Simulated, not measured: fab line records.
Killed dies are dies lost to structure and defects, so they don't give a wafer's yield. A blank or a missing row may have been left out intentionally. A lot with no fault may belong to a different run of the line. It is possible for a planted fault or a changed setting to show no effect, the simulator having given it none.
fab line records / flow n5Finfet
record lots=5 wafers=15 lastDay=17
route steps=1938 shown BEOL_M5@1129 PASSIVATION@1936
lots untouched by any fault: they come from a run of this same line in which no faults occurred
startH: hours from the record's opening day to when the first of the lot's shown wafers began / waitH: hours elapsed since this lot's preceding step / " identical to the entry in the row above / L1.1+2: a row that stands for several wafers / - value missing, or start not given / * or withheld: withheld / < > ~ a bound
route shown NAME@n: a module of which the file shows steps, and the number in the route of the first / usual: mean/standard deviation taken from wafers without a fault / same: alike in all rows / chamber/n: place in a boat / sites: each site's reading / _std_site: the values' standard deviation / _edge_site: inner sites' mean taken away from outer sites' mean / radiusMm: for every site, how far away it sits from the centre of the wafer / mask NAME#n: copy n / behind: the tool/chamber that last shaped the wafer / hold: the reason the lot was held/the length of the hold in hours/how it ended / device: which transistor (n, p or np) failed to switch / end of line: tests of these same wafers at the route's end / where a step has no rows: the recipe by itself / killed: dies lost to structure and defects at the first sort, not the wafer's yield / map: shows each die of a wafer: x if killed, . if not, _ if none is there
set.NAME: the setting that was run; set.NAME@STEP: the one run at that earlier step / model.NAME: the simulator's own value behind a step, which no gauge read
lots at selected steps of the route; one table per step, one row per wafer
services: the hour from which a tool's chamber was out of use, counted from the record's first day as startH (under 0 if before that day), plus the number of hours and why
## steps
# step N5_BEOL_M5_DESCUM_16
# recipe chemistry=O2 timeS=7 sourcePowerW=50 biasPowerW=20 pressureMtorr=20 rfFrequencyHz=2.712e+07 tempC=40 resist=CAR-EUV o2FlowSccm=225
# step N5_BEOL_M5_ETCH_72
# recipe chemistry=N2/H2 target=underlayer targetDepthA=65 maskMaterial=CAR-EUV timeS=5.2 ionEnergyEv=200 pressureMtorr=30 sourceW=840 biasW=150 n2FlowSccm=200 h2FlowSccm=200 ends=cleared
# step N5_BEOL_M5_ETCH_61
# recipe chemistry=CF4 target=SiARC targetDepthA=156 maskMaterial=CAR-EUV timeS=26 ionEnergyEv=80 pressureMtorr=40 sourceW=545 biasW=36 Ar_flow_sccm=100 cf4FlowSccm=100 ends=cleared
# step N5_BEOL_M5_ETCH_62
# recipe chemistry=N2/H2 target=SOC targetDepthA=750 overetchA=150 maskMaterial=SiARC tempC=40 timeS=112.5 ionEnergyEv=200 pressureMtorr=30 sourceW=840 biasW=150 n2FlowSccm=200 h2FlowSccm=200
# step N5_BEOL_M5_STRIP_63
# recipe chemistry=N2/H2 tempC=40 n2FlowSccm=200 h2FlowSccm=200 rfFrequencyHz=6e+07
# step N5_BEOL_M5_STRIP_73
# recipe chemistry=N2/H2 tempC=40 n2FlowSccm=200 h2FlowSccm=200 rfFrequencyHz=6e+07
# step N5_BEOL_M5_STRIP_64
# recipe chemistry=CF4 resist=SiARC powerW=300 biasPowerW=75 pressureMtorr=50 cf4FlowSccm=150 rfFrequencyHz=6e+07
# step N5_BEOL_M5_HM_OPEN_17
# recipe chemistry=Cl2/BCl3 targetDepthA=200 overetchA=60 target=TiN maskMaterial=SOC ionEnergyEv=150 pressureMtorr=10 icpW=1000 biasW=126 Cl2_flow_sccm=53.25 bcl3FlowSccm=21.75 Ar_flow_sccm=25
# step N5_BEOL_M5_STRIP_19
# recipe chemistry=O2 powerW=400 tempC=40 pressureMtorr=30 rfFrequencyHz=6e+07 biasPowerW=0 overashFraction=0.2 o2FlowSccm=225
# step N5_BEOL_M5_COAT_65
# recipe resist=SOC tempC=250 timeS=60 spinRpm=1500 resistThkNm=60
# step N5_BEOL_M5_COAT_66
# recipe resist=SiARC tempC=220 timeS=60 spinRpm=1500 resistThkNm=12
# usual spinSpeedRpm=1500.1/1
lot.wafer=L975.2 tool=lithoTrack-02 chamber=0 startH=225.40 waitH=- spinSpeedRpm=1499.7 model.SiARC_of_BEOL_M5_COAT_66.thkNm=12
lot.wafer=L975.3 tool=lithoTrack-02 chamber=0 startH=225.40 waitH=- spinSpeedRpm=1501.7 model.SiARC_of_BEOL_M5_COAT_66.thkNm=12
lot.wafer=L975.4 tool=lithoTrack-02 chamber=0 startH=225.40 waitH=- spinSpeedRpm=1501.7 model.SiARC_of_BEOL_M5_COAT_66.thkNm=12
lot.wafer=L984.3 tool=lithoTrack-02 chamber=0 startH=272.00 waitH=- spinSpeedRpm=1801.2 model.SiARC_of_BEOL_M5_COAT_66.thkNm=11
lot.wafer=L984.5 tool=lithoTrack-02 chamber=0 startH=272.00 waitH=- spinSpeedRpm=1799.1 model.SiARC_of_BEOL_M5_COAT_66.thkNm=11
lot.wafer=L984.6 tool=lithoTrack-02 chamber=0 startH=272.00 waitH=- spinSpeedRpm=1801.5 model.SiARC_of_BEOL_M5_COAT_66.thkNm=11
lot.wafer=L985.1 tool=lithoTrack-02 chamber=0 startH=275.36 waitH=- spinSpeedRpm=1800.5 model.SiARC_of_BEOL_M5_COAT_66.thkNm=11
lot.wafer=L985.2 tool=lithoTrack-02 chamber=0 startH=275.36 waitH=- spinSpeedRpm=1798.7 model.SiARC_of_BEOL_M5_COAT_66.thkNm=11
lot.wafer=L985.4 tool=lithoTrack-02 chamber=0 startH=275.36 waitH=- spinSpeedRpm=1800.5 model.SiARC_of_BEOL_M5_COAT_66.thkNm=11
lot.wafer=L989.1 tool=lithoTrack-02 chamber=0 startH=291.78 waitH=- spinSpeedRpm=1801.7 model.SiARC_of_BEOL_M5_COAT_66.thkNm=11
lot.wafer=L989.2 tool=lithoTrack-02 chamber=0 startH=291.78 waitH=- spinSpeedRpm=1798.7 model.SiARC_of_BEOL_M5_COAT_66.thkNm=11
lot.wafer=L989.3 tool=lithoTrack-02 chamber=0 startH=291.78 waitH=- spinSpeedRpm=1798.2 model.SiARC_of_BEOL_M5_COAT_66.thkNm=11
lot.wafer=L992.1 tool=lithoTrack-01 chamber=0 startH=308.77 waitH=- spinSpeedRpm=1499.4 model.SiARC_of_BEOL_M5_COAT_66.thkNm=12
lot.wafer=L992.5 tool=lithoTrack-01 chamber=0 startH=308.77 waitH=- spinSpeedRpm=1500.4 model.SiARC_of_BEOL_M5_COAT_66.thkNm=12
lot.wafer=L992.6 tool=lithoTrack-01 chamber=0 startH=308.77 waitH=- spinSpeedRpm=1499.2 model.SiARC_of_BEOL_M5_COAT_66.thkNm=12
# step N5_BEOL_M5_COAT_74
# recipe resist=underlayer tempC=205 timeS=60 spinRpm=1500 resistThkNm=5
# step N5_BEOL_M5_COAT_22
# recipe resist=CAR-EUV spinRpm=1500 resistThkNm=30
# step N5_BEOL_M5_EBR_24
# recipe solvent=PGMEA ebrWidthMm=1.5
# step N5_BEOL_M5_SOFTBAKE_23
# recipe tempC=110 timeS=60 resist=CAR-EUV
# step N5_BEOL_M5_EXPOSE_25
# recipe maskId=V4 na=0.33 sourceShape=quasar sigmaInner=0.2 sigmaOuter=0.6 polarization=unpolarized defocusNm=10 doseMj=52.75
# step N5_BEOL_M5_PEB_26
# recipe pebTempC=100 pebTimeS=60 resist=CAR-EUV
# step N5_BEOL_M5_DEVELOP_27
# recipe developTimeS=30 developer=TMAH resist=CAR-EUV rinseLiquid=surfactantRinse dry=airSpin devTempC=23
# step N5_BEOL_M5_DESCUM_33
# recipe chemistry=O2 timeS=7 sourcePowerW=50 biasPowerW=20 pressureMtorr=20 rfFrequencyHz=2.712e+07 tempC=40 resist=CAR-EUV o2FlowSccm=225
# step N5_BEOL_M5_ETCH_75
# recipe chemistry=N2/H2 target=underlayer targetDepthA=65 maskMaterial=CAR-EUV timeS=5.2 ionEnergyEv=200 pressureMtorr=30 sourceW=840 biasW=150 n2FlowSccm=200 h2FlowSccm=200 ends=cleared
# step N5_BEOL_M5_ETCH_67
# recipe chemistry=CF4 target=SiARC targetDepthA=156 maskMaterial=CAR-EUV timeS=26 ionEnergyEv=80 pressureMtorr=40 sourceW=545 biasW=36 Ar_flow_sccm=100 cf4FlowSccm=100 ends=cleared
# usual drypumpMotorCurrentA=5.8/0.36 etchRfOnTimeS=26.1/0.35 oesProductAu=0.67/0.073 rfVppV=184.0/1.2 showerheadPlenumPTorr=2.13/0.071 throttleValvePct=15.68/0.23
lot.wafer=L975.2 tool=rieDiel-05 chamber=1 startH=225.90 waitH=0.0 drypumpMotorCurrentA=6.1 etchRfOnTimeS=26.5 oesProductAu=0.62 rfHoursCounterH=186 rfVppV=184.1 showerheadPlenumPTorr=2.22 throttleValvePct=15.89 model.etch.depthNm=12.06 model.CAR-EUV_of_BEOL_M5_COAT_22.thkNm=10.8
lot.wafer=L975.3 tool=rieDiel-05 chamber=2 startH=225.90 waitH=0.0 drypumpMotorCurrentA=6.4 etchRfOnTimeS=26.9 oesProductAu=0.55 rfHoursCounterH=248 rfVppV=182.3 showerheadPlenumPTorr=2.02 throttleValvePct=16.07 model.etch.depthNm=12 model.CAR-EUV_of_BEOL_M5_COAT_22.thkNm=11
lot.wafer=L975.4 tool=rieDiel-05 chamber=3 startH=225.90 waitH=0.0 drypumpMotorCurrentA=5.2 etchRfOnTimeS=26.3 oesProductAu=0.61 rfHoursCounterH=209 rfVppV=180.7 showerheadPlenumPTorr=2.04 throttleValvePct=15.88 model.etch.depthNm=12 model.CAR-EUV_of_BEOL_M5_COAT_22.thkNm=10.8
lot.wafer=L984.3 tool=rieDiel-05 chamber=1 startH=272.58 waitH=0.0 drypumpMotorCurrentA=6.1 etchRfOnTimeS=24.0 oesProductAu=0.61 rfHoursCounterH=202 rfVppV=183.8 showerheadPlenumPTorr=2.21 throttleValvePct=15.91 model.etch.depthNm=10.93 model.CAR-EUV_of_BEOL_M5_COAT_22.thkNm=12
lot.wafer=L984.5 tool=rieDiel-05 chamber=3 startH=272.58 waitH=0.0 drypumpMotorCurrentA=5.2 etchRfOnTimeS=23.8 oesProductAu=0.60 rfHoursCounterH=- rfVppV=183.2 showerheadPlenumPTorr=2.03 throttleValvePct=15.91 model.etch.depthNm=10.95 model.CAR-EUV_of_BEOL_M5_COAT_22.thkNm=11.8
lot.wafer=L984.6 tool=rieDiel-05 chamber=0 startH=272.58 waitH=0.0 drypumpMotorCurrentA=5.9 etchRfOnTimeS=24.2 oesProductAu=0.69 rfHoursCounterH=- rfVppV=182.4 showerheadPlenumPTorr=2.09 throttleValvePct=15.45 model.etch.depthNm=10.94 model.CAR-EUV_of_BEOL_M5_COAT_22.thkNm=12
lot.wafer=L985.1 tool=rieDiel-01 chamber=2 startH=276.79 waitH=0.0 drypumpMotorCurrentA=6.1 etchRfOnTimeS=24.2 oesProductAu=0.65 rfHoursCounterH=162 rfVppV=183.1 showerheadPlenumPTorr=2.15 throttleValvePct=15.96 model.etch.depthNm=10.97 model.CAR-EUV_of_BEOL_M5_COAT_22.thkNm=11.8
lot.wafer=L985.2 tool=rieDiel-01 chamber=0 startH=276.79 waitH=0.0 drypumpMotorCurrentA=5.2 etchRfOnTimeS=23.8 oesProductAu=0.64 rfHoursCounterH=156 rfVppV=185.2 showerheadPlenumPTorr=2.14 throttleValvePct=15.57 model.etch.depthNm=10.98 model.CAR-EUV_of_BEOL_M5_COAT_22.thkNm=12
lot.wafer=L985.4 tool=rieDiel-01 chamber=0 startH=276.79 waitH=0.0 drypumpMotorCurrentA=5.3 etchRfOnTimeS=24.1 oesProductAu=0.64 rfHoursCounterH=- rfVppV=183.2 showerheadPlenumPTorr=2.14 throttleValvePct=15.58 model.etch.depthNm=10.98 model.CAR-EUV_of_BEOL_M5_COAT_22.thkNm=11.8
lot.wafer=L989.1 tool=rieDiel-01 chamber=2 startH=292.23 waitH=0.0 drypumpMotorCurrentA=6.0 etchRfOnTimeS=24.1 oesProductAu=0.64 rfHoursCounterH=167 rfVppV=183.3 showerheadPlenumPTorr=2.14 throttleValvePct=15.96 model.etch.depthNm=11.01 model.CAR-EUV_of_BEOL_M5_COAT_22.thkNm=12
lot.wafer=L989.2 tool=rieDiel-01 chamber=0 startH=292.23 waitH=0.0 drypumpMotorCurrentA=5.2 etchRfOnTimeS=24.0 oesProductAu=0.64 rfHoursCounterH=162 rfVppV=185.2 showerheadPlenumPTorr=2.14 throttleValvePct=15.59 model.etch.depthNm=11.03 model.CAR-EUV_of_BEOL_M5_COAT_22.thkNm=12
lot.wafer=L989.3 tool=rieDiel-01 chamber=3 startH=292.23 waitH=0.0 drypumpMotorCurrentA=5.4 etchRfOnTimeS=23.6 oesProductAu=0.61 rfHoursCounterH=240 rfVppV=183.6 showerheadPlenumPTorr=2.03 throttleValvePct=15.79 model.etch.depthNm=11 model.CAR-EUV_of_BEOL_M5_COAT_22.thkNm=12
lot.wafer=L992.1 tool=rieDiel-01 chamber=0 startH=309.43 waitH=0.0 drypumpMotorCurrentA=5.3 etchRfOnTimeS=26.3 oesProductAu=0.63 rfHoursCounterH=168 rfVppV=183.4 showerheadPlenumPTorr=2.14 throttleValvePct=15.61 model.etch.depthNm=12.05 model.CAR-EUV_of_BEOL_M5_COAT_22.thkNm=11
lot.wafer=L992.5 tool=rieDiel-01 chamber=0 startH=309.43 waitH=0.0 drypumpMotorCurrentA=5.3 etchRfOnTimeS=26.1 oesProductAu=0.63 rfHoursCounterH=- rfVppV=183.2 showerheadPlenumPTorr=2.14 throttleValvePct=15.62 model.etch.depthNm=12.01 model.CAR-EUV_of_BEOL_M5_COAT_22.thkNm=11
lot.wafer=L992.6 tool=rieDiel-01 chamber=1 startH=309.43 waitH=0.0 drypumpMotorCurrentA=5.6 etchRfOnTimeS=25.6 oesProductAu=0.83 rfHoursCounterH=- rfVppV=185.9 showerheadPlenumPTorr=2.18 throttleValvePct=15.39 model.etch.depthNm=12.04 model.CAR-EUV_of_BEOL_M5_COAT_22.thkNm=11.2
# step N5_BEOL_M5_ETCH_68
# recipe chemistry=N2/H2 target=SOC targetDepthA=800 overetchA=160 maskMaterial=SiARC tempC=40 timeS=120 ionEnergyEv=200 pressureMtorr=30 sourceW=840 biasW=150 n2FlowSccm=200 h2FlowSccm=200
# usual drypumpMotorCurrentA=5.8/0.36 oesProductAu=0.60/0.062 rfVppV=523.4/2.6 showerheadPlenumPTorr=2.53/0.09 throttleValvePct=17.87/0.22
lot.wafer=L975.2 tool=rieDiel-05 chamber=1 startH=225.93 waitH=0.0 drypumpMotorCurrentA=6.1 oesProductAu=0.56 rfHoursCounterH=186 rfVppV=526.3 showerheadPlenumPTorr=2.64 throttleValvePct=18.03 model.SiARC_of_BEOL_M5_COAT_66.thkNm=6.6
lot.wafer=L975.3 tool=rieDiel-05 chamber=2 startH=225.93 waitH=0.0 drypumpMotorCurrentA=6.4 oesProductAu=0.51 rfHoursCounterH=248 rfVppV=520.1 showerheadPlenumPTorr=2.40 throttleValvePct=18.33 model.SiARC_of_BEOL_M5_COAT_66.thkNm=6.6
lot.wafer=L975.4 tool=rieDiel-05 chamber=3 startH=225.93 waitH=0.0 drypumpMotorCurrentA=5.2 oesProductAu=0.55 rfHoursCounterH=209 rfVppV=520.7 showerheadPlenumPTorr=2.42 throttleValvePct=18.10 model.SiARC_of_BEOL_M5_COAT_66.thkNm=6.4
lot.wafer=L984.3 tool=rieDiel-05 chamber=1 startH=272.60 waitH=0.0 drypumpMotorCurrentA=6.1 oesProductAu=0.55 rfHoursCounterH=202 rfVppV=526.4 showerheadPlenumPTorr=2.63 throttleValvePct=18.06 model.SiARC_of_BEOL_M5_COAT_66.thkNm=5.4
lot.wafer=L984.5 tool=rieDiel-05 chamber=3 startH=272.60 waitH=0.0 drypumpMotorCurrentA=5.3 oesProductAu=0.54 rfHoursCounterH=- rfVppV=520.6 showerheadPlenumPTorr=2.41 throttleValvePct=18.13 model.SiARC_of_BEOL_M5_COAT_66.thkNm=5.4
lot.wafer=L984.6 tool=rieDiel-05 chamber=0 startH=272.60 waitH=0.0 drypumpMotorCurrentA=5.9 oesProductAu=0.62 rfHoursCounterH=- rfVppV=522.8 showerheadPlenumPTorr=2.47 throttleValvePct=17.57 model.SiARC_of_BEOL_M5_COAT_66.thkNm=5.2
lot.wafer=L985.1 tool=rieDiel-01 chamber=2 startH=276.82 waitH=0.0 drypumpMotorCurrentA=6.1 oesProductAu=0.58 rfHoursCounterH=162 rfVppV=522.7 showerheadPlenumPTorr=2.53 throttleValvePct=18.02 model.SiARC_of_BEOL_M5_COAT_66.thkNm=5.4
lot.wafer=L985.2 tool=rieDiel-01 chamber=0 startH=276.82 waitH=0.0 drypumpMotorCurrentA=5.2 oesProductAu=0.57 rfHoursCounterH=156 rfVppV=524.6 showerheadPlenumPTorr=2.54 throttleValvePct=17.83 model.SiARC_of_BEOL_M5_COAT_66.thkNm=5.4
lot.wafer=L985.4 tool=rieDiel-01 chamber=0 startH=276.82 waitH=0.0 drypumpMotorCurrentA=5.2 oesProductAu=0.57 rfHoursCounterH=- rfVppV=525.0 showerheadPlenumPTorr=2.54 throttleValvePct=17.82 model.SiARC_of_BEOL_M5_COAT_66.thkNm=5.4
lot.wafer=L989.1 tool=rieDiel-01 chamber=2 startH=292.26 waitH=0.0 drypumpMotorCurrentA=6.1 oesProductAu=0.58 rfHoursCounterH=167 rfVppV=523.8 showerheadPlenumPTorr=2.53 throttleValvePct=18.05 model.SiARC_of_BEOL_M5_COAT_66.thkNm=5.4
lot.wafer=L989.2 tool=rieDiel-01 chamber=0 startH=292.26 waitH=0.0 drypumpMotorCurrentA=5.2 oesProductAu=0.57 rfHoursCounterH=162 rfVppV=523.4 showerheadPlenumPTorr=2.54 throttleValvePct=17.84 model.SiARC_of_BEOL_M5_COAT_66.thkNm=5.4
lot.wafer=L989.3 tool=rieDiel-01 chamber=3 startH=292.26 waitH=0.0 drypumpMotorCurrentA=5.5 oesProductAu=0.54 rfHoursCounterH=240 rfVppV=520.3 showerheadPlenumPTorr=2.40 throttleValvePct=17.96 model.SiARC_of_BEOL_M5_COAT_66.thkNm=5.4
lot.wafer=L992.1 tool=rieDiel-01 chamber=0 startH=309.45 waitH=0.0 drypumpMotorCurrentA=5.2 oesProductAu=0.57 rfHoursCounterH=168 rfVppV=521.5 showerheadPlenumPTorr=2.54 throttleValvePct=17.86 model.SiARC_of_BEOL_M5_COAT_66.thkNm=6.6
lot.wafer=L992.5 tool=rieDiel-01 chamber=0 startH=309.45 waitH=0.0 drypumpMotorCurrentA=5.2 oesProductAu=0.56 rfHoursCounterH=- rfVppV=523.7 showerheadPlenumPTorr=2.54 throttleValvePct=17.85 model.SiARC_of_BEOL_M5_COAT_66.thkNm=6.6
lot.wafer=L992.6 tool=rieDiel-01 chamber=1 startH=309.45 waitH=0.0 drypumpMotorCurrentA=5.5 oesProductAu=0.75 rfHoursCounterH=- rfVppV=525.8 showerheadPlenumPTorr=2.60 throttleValvePct=17.55 model.SiARC_of_BEOL_M5_COAT_66.thkNm=6.4
# step N5_BEOL_M5_STRIP_69
# recipe chemistry=N2/H2 tempC=40 n2FlowSccm=200 h2FlowSccm=200 rfFrequencyHz=6e+07
# step N5_PASSIVATION_PROBE_49
# usual defectLimitedYield=91.3/1.3 killed_at_M0_to_M3=35/13 killed_at_M4_up=13/5.2 killedAtContacts=12/6.2 killedAtFrontEnd=39/9.6 killedAtOther=3.1/2.6 killedDies=102/16 killedOpen=68/13 killedShort=33/6.9 sort_bin_5_function=5.1/0.87 sort_bin_6_memory=3.3/0.67 sortNPass=1078/16 sortYieldPct=91.3/1.3
# same grossDies=1180 killedAtBackSide=0 sort_bin_4_leakage[%]=0 sort_bin_8_speed[%]=0
lot.wafer=L984.3 tool=prober-01 chamber=- startH=373.02 waitH=0.1 defectLimitedYield[%]=93.6 killed_at_M0_to_M3=19 killed_at_M4_up=6 killedAtContacts=9 killedAtFrontEnd=42 killedAtOther=0 killedDies=76 killedOpen=55 killedShort=20 sort_bin_5_function[%]=4.2 sort_bin_6_memory[%]=1.9 sortNPass=1104 sortYieldPct[%]=93.6
lot.wafer=L984.5 tool=prober-01 chamber=- startH=373.12 waitH=0.2 defectLimitedYield[%]=92.6 killed_at_M0_to_M3=21 killed_at_M4_up=13 killedAtContacts=16 killedAtFrontEnd=37 killedAtOther=0 killedDies=87 killedOpen=59 killedShort=24 sort_bin_5_function[%]=4.3 sort_bin_6_memory[%]=2.4 sortNPass=1093 sortYieldPct[%]=92.6
lot.wafer=L984.6 tool=prober-01 chamber=- startH=373.17 waitH=0.3 defectLimitedYield[%]=90.7 killed_at_M0_to_M3=36 killed_at_M4_up=10 killedAtContacts=16 killedAtFrontEnd=47 killedAtOther=1 killedDies=110 killedOpen=75 killedShort=34 sort_bin_5_function[%]=5.4 sort_bin_6_memory[%]=3.7 sortNPass=1070 sortYieldPct[%]=90.7
lot.wafer=L985.1 tool=prober-01 chamber=- startH=373.32 waitH=0.0 defectLimitedYield[%]=92.7 killed_at_M0_to_M3=22 killed_at_M4_up=8 killedAtContacts=18 killedAtFrontEnd=35 killedAtOther=3 killedDies=86 killedOpen=65 killedShort=19 sort_bin_5_function[%]=4.3 sort_bin_6_memory[%]=2.8 sortNPass=1094 sortYieldPct[%]=92.7
lot.wafer=L985.2 tool=prober-01 chamber=- startH=373.37 waitH=0.1 defectLimitedYield[%]=91.0 killed_at_M0_to_M3=26 killed_at_M4_up=17 killedAtContacts=15 killedAtFrontEnd=38 killedAtOther=10 killedDies=106 killedOpen=67 killedShort=39 sort_bin_5_function[%]=4.6 sort_bin_6_memory[%]=4.2 sortNPass=1074 sortYieldPct[%]=91.0
lot.wafer=L985.4 tool=prober-01 chamber=- startH=373.47 waitH=0.2 defectLimitedYield[%]=91.6 killed_at_M0_to_M3=25 killed_at_M4_up=12 killedAtContacts=25 killedAtFrontEnd=37 killedAtOther=0 killedDies=99 killedOpen=70 killedShort=29 sort_bin_5_function[%]=4.7 sort_bin_6_memory[%]=3.4 sortNPass=1081 sortYieldPct[%]=91.6
lot.wafer=L989.1 tool=prober-01 chamber=- startH=388.53 waitH=0.0 defectLimitedYield[%]=93.1 killed_at_M0_to_M3=22 killed_at_M4_up=9 killedAtContacts=16 killedAtFrontEnd=28 killedAtOther=7 killedDies=82 killedOpen=56 killedShort=26 sort_bin_5_function[%]=4.0 sort_bin_6_memory[%]=2.8 sortNPass=1098 sortYieldPct[%]=93.1
lot.wafer=L989.2 tool=prober-01 chamber=- startH=388.58 waitH=0.1 defectLimitedYield[%]=92.6 killed_at_M0_to_M3=30 killed_at_M4_up=14 killedAtContacts=17 killedAtFrontEnd=23 killedAtOther=3 killedDies=87 killedOpen=54 killedShort=33 sort_bin_5_function[%]=3.4 sort_bin_6_memory[%]=3.9 sortNPass=1093 sortYieldPct[%]=92.6
lot.wafer=L989.3 tool=prober-01 chamber=- startH=388.63 waitH=0.1 defectLimitedYield[%]=91.8 killed_at_M0_to_M3=26 killed_at_M4_up=14 killedAtContacts=12 killedAtFrontEnd=37 killedAtOther=8 killedDies=97 killedOpen=61 killedShort=31 sort_bin_5_function[%]=4.6 sort_bin_6_memory[%]=3.0 sortNPass=1083 sortYieldPct[%]=91.8
# killed by level:class
L984.3 STI_FIN_REVEAL:geometricParticle:open=11 MOL_CONTACT_COAG:geometricParticle:open=8 FIN_SAQP:geometricParticle:open=7 FIN_SAQP:geometricParticle:short=5 DUMMY_GATE:geometricParticle:open=5 BEOL_M2:geometricParticle:open=5 BEOL_M0_SAQP:geometricParticle:open=3 BEOL_M1:geometricParticle:open=3
L984.5 MOL_CONTACT_COAG:geometricParticle:open=13 FIN_SAQP:geometricParticle:open=10 BEOL_M2:geometricParticle:open=7 DUMMY_GATE:geometricParticle:open=5 ILD0:geometricParticle:short=4 BEOL_M0_SAQP:geometricParticle:short=4 BEOL_M0_SAQP:geometricParticle:open=4 BEOL_M3:geometricParticle:open=4
L984.6 FIN_SAQP:geometricParticle:open=15 MOL_CONTACT_COAG:geometricParticle:open=12 BEOL_M2:geometricParticle:open=11 FIN_SAQP:geometricParticle:short=10 BEOL_M3:geometricParticle:open=10 STI_FIN_REVEAL:geometricParticle:open=5 MOL_CONTACT_COAG:geometricParticle:short=4 DUMMY_GATE:geometricParticle:open=4
L985.1 MOL_CONTACT_COAG:geometricParticle:open=16 DUMMY_GATE:geometricParticle:open=12 STI_FIN_REVEAL:geometricParticle:open=6 BEOL_M2:geometricParticle:open=6 FIN_SAQP:geometricParticle:open=3 DUMMY_GATE:geometricParticle:short=3 GATE_CUT:geometricParticle:open=3 GATE_CUT:geometricParticle:short=3
L985.2 MOL_CONTACT_COAG:geometricParticle:open=12 BEOL_M2:geometricParticle:open=8 FIN_SAQP:geometricParticle:short=7 STI_FIN_REVEAL:geometricParticle:open=7 FIN_SAQP:geometricParticle:open=6 DUMMY_GATE:geometricParticle:open=6 BEOL_M0_SAQP:geometricParticle:short=5 BEOL_M1:geometricParticle:open=4
L985.4 MOL_CONTACT_COAG:geometricParticle:open=22 FIN_SAQP:geometricParticle:open=9 DUMMY_GATE:geometricParticle:open=9 FIN_SAQP:geometricParticle:short=7 BEOL_M2:geometricParticle:open=5 BEOL_M4:geometricParticle:open=5 BEOL_M0_SAQP:geometricParticle:open=4 BEOL_M6:geometricParticle:open=4
L989.1 MOL_CONTACT_COAG:geometricParticle:short=9 FIN_SAQP:geometricParticle:open=8 BEOL_M3:geometricParticle:open=8 MOL_CONTACT_COAG:geometricParticle:open=7 STI_FIN_REVEAL:geometricParticle:open=5 BEOL_M4:geometricParticle:open=5 BEOL_M0_SAQP:geometricParticle:open=4 FIN_SAQP:geometricParticle:short=3
L989.2 MOL_CONTACT_COAG:geometricParticle:open=12 STI_FIN_REVEAL:geometricParticle:open=7 BEOL_M0_SAQP:geometricParticle:short=7 BEOL_M3:geometricParticle:short=6 MOL_CONTACT_COAG:geometricParticle:short=5 BEOL_M0_SAQP:geometricParticle:open=5 BEOL_M1:geometricParticle:open=5 BEOL_M4:geometricParticle:open=5
L989.3 MOL_CONTACT_COAG:geometricParticle:open=9 GATE_CUT:geometricParticle:short=7 STI_FIN_REVEAL:geometricParticle:open=6 FIN_SAQP:geometricParticle:open=5 BEOL_M0_SAQP:geometricParticle:open=5 BEOL_M0_SAQP:geometricParticle:short=5 BEOL_M4:geometricParticle:open=5 HKMG_FIN:areaEtch=5
## services
tool=rieDiel-05 chamber=2 startH=235.25 hours=4.6 kind=repair
tool=rieDiel-05 chamber=2 startH=240.09 hours=- kind=clean
tool=rieDiel-05 chamber=2 startH=240.09 hours=- kind=consumableReplace:focusRing
tool=rieDiel-05 chamber=2 startH=240.09 hours=- kind=consumableReplace:showerhead
tool=rieDiel-05 chamber=2 startH=240.09 hours=13.4 kind=scheduledDown
tool=rieDiel-05 chamber=2 startH=240.09 hours=13.4 kind=ventCycle
tool=lithoTrack-02 chamber=- startH=272.13 hours=- kind=consumableReplace:filter
tool=rieDiel-01 chamber=1 startH=274.03 hours=- kind=clean
tool=rieDiel-01 chamber=1 startH=274.03 hours=- kind=consumableReplace:focusRing
tool=rieDiel-01 chamber=1 startH=274.03 hours=22.8 kind=scheduledDown
tool=rieDiel-01 chamber=1 startH=274.03 hours=22.8 kind=ventCycle
## key
firstSign step=N5_BEOL_M5_COAT_66 reading=spinSpeedRpm direction=up sigmas=99+ usual=* struck=*
effect step=N5_BEOL_M5_ETCH_67 reading=etchRfOnTimeS direction=down sigmas=6 usual=* struck=*
modelEffect step=N5_BEOL_M5_COAT_66 value=SiARC_of_BEOL_M5_COAT_66.thkNm without=12 struck=11
modelEffect step=N5_BEOL_M5_ETCH_67 value=etch.depthNm without=12.02 struck=10.98
modelEffect step=N5_BEOL_M5_ETCH_68 value=SiARC_of_BEOL_M5_COAT_66.thkNm without=6.4 struck=5.378
metAt N5_BEOL_M5_COAT_66
struckWafers L984.3,L984.5,L984.6,L985.1,L985.2,L985.4,L989.1,L989.2,L989.3
onsetBetween 225.40 272.00
fault kind=processParameterDrift tool=lithoTrack-02 chamber=- onsetH=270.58 steps=N5_BEOL_M5_COAT_66 channel=spinRpm offset=* shape=step endH=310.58 actsIn=* stated=*
